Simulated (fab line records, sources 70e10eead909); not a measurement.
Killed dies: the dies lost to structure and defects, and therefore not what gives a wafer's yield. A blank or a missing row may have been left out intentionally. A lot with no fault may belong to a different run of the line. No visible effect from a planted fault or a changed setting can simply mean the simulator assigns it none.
Which tool did it? | flow nand-harc | 33 wafers from 11 lots sampled at 5 of the route's 1159 steps

## WHAT EACH GAUGE READ, for each wafer
NHARC_END_SORT_01.
lot  | measured     | on        | killed-at-array
L874 | day 24 07:02 | prober-02 | 174 30 37
L876 | day 24 23:42 | prober-01 | 40 45 164

## WHICH TOOL RAN EACH LOT (tool, then ch and the chambers of the sampled wafers, then the start)
lot  | NHARC_A_STAIRCASE_TRIM_222                    | NHARC_A_STAIRCASE_TRIM_226                    | NHARC_A_STAIRCASE_TRIM_231         | NHARC_A_STAIRCASE_TRIM_235
L857 | rie-diel-10 ch 2,3, day 11 16:04 or earlier   | rie-diel-10 ch 0,1,3, day 11 16:04 or earlier | rie-diel-10 ch 1,2,3, day 11 16:04 | rie-diel-10 ch 0,2,3, no start
L858 | rie-diel-10 ch 2,3, day 11 16:37 or earlier   | rie-diel-10 ch 2,3, day 11 16:37 or earlier   | rie-diel-07 ch 0,2,3, day 11 16:37 | rie-diel-07 ch 0,2,3, no start
L861 | rie-diel-09 ch 1,2, day 12 20:49 or earlier   | rie-diel-09 ch 1,3, day 12 20:49 or earlier   | rie-diel-09 ch 1,3, day 12 20:49   | rie-diel-09 ch 0,2,3, no start
L863 | rie-diel-07 ch 1,3, day 13 00:20 or earlier   | rie-diel-07 ch 0,2,3, day 13 00:20 or earlier | rie-diel-07 ch 0,1,3, day 13 00:20 | rie-diel-07 ch 1,2,3, no start
L864 | rie-diel-10 ch 1,3, day 13 04:33 or earlier   | rie-diel-10 ch 2,3, day 13 04:33 or earlier   | rie-diel-07 ch 1,2,3, day 13 04:33 | rie-diel-07 ch 0,1,3, no start
L869 | rie-diel-07 ch 1,2,3, day 14 06:49 or earlier | rie-diel-07 ch 1,2, day 14 06:49 or earlier   | rie-diel-07 ch 0,1,3, day 14 06:49 | rie-diel-07 ch 0,1,2, no start
L871 | rie-diel-10 ch 0,1,3, day 15 16:07 or earlier | rie-diel-10 ch 0,1, day 15 16:07 or earlier   | rie-diel-10 ch 1,2, day 15 16:07   | rie-diel-07 ch 0,3, no start
L874 | rie-diel-07 ch 0,3, day 16 01:02 or earlier   | rie-diel-07 ch 0,2, day 16 01:02 or earlier   | rie-diel-07 ch 0,2,3, day 16 01:02 | rie-diel-07 ch 0,1,3, day 24 07:02 or earlier
L876 | rie-diel-10 ch 0,1,2, day 16 10:30 or earlier | rie-diel-10 ch 0,2,3, day 16 10:30 or earlier | rie-diel-07 ch 0,1,3, day 16 10:30 | rie-diel-07 ch 0,1,2, day 24 23:42 or earlier
L878 | rie-diel-09 ch 0,1,2, day 16 21:08 or earlier | rie-diel-09 ch 1,2,3, day 16 21:08 or earlier | rie-diel-09 ch 0,2,3, day 16 21:08 | rie-diel-09 ch 0,1,3, no start
L879 | rie-diel-09 ch 0,3, day 16 23:59 or earlier   | rie-diel-09 ch 0,1,3, day 16 23:59 or earlier | rie-diel-09 ch 1,2,3, day 16 23:59 | rie-diel-09 ch 0,2,3, no start
- NHARC_A_STAIRCASE_TRIM_222: chemistry O2, time 211.2 s.
- NHARC_A_STAIRCASE_TRIM_226: chemistry O2, time 211.2 s.
- NHARC_A_STAIRCASE_TRIM_231: chemistry O2, time 211.2 s.
- NHARC_A_STAIRCASE_TRIM_235: chemistry O2, time 211.2 s.

## THE ANSWER, worked out from the rows above alone
Rule: what is usual is taken from the lots themselves. The widest of any qualifying gaps counts: lots, ordered by their means at a reading, are off when they make up no more than a third of the lots, leave a main group of 4 or more, and stand apart from it by 3 or more times the standard deviation of that group's means. The tables above print the reading to a certain number of digits; a main group whose means all agree to those digits is not used. A lot without any number at a reading at which 4 lots or more have one is off too. Where the step has rows for the other lots, those lots are counted as sound.
Nothing can be told from this: no lot is off at any reading shown.

## WHAT HAD BEEN PUT IN BY THE SIMULATOR
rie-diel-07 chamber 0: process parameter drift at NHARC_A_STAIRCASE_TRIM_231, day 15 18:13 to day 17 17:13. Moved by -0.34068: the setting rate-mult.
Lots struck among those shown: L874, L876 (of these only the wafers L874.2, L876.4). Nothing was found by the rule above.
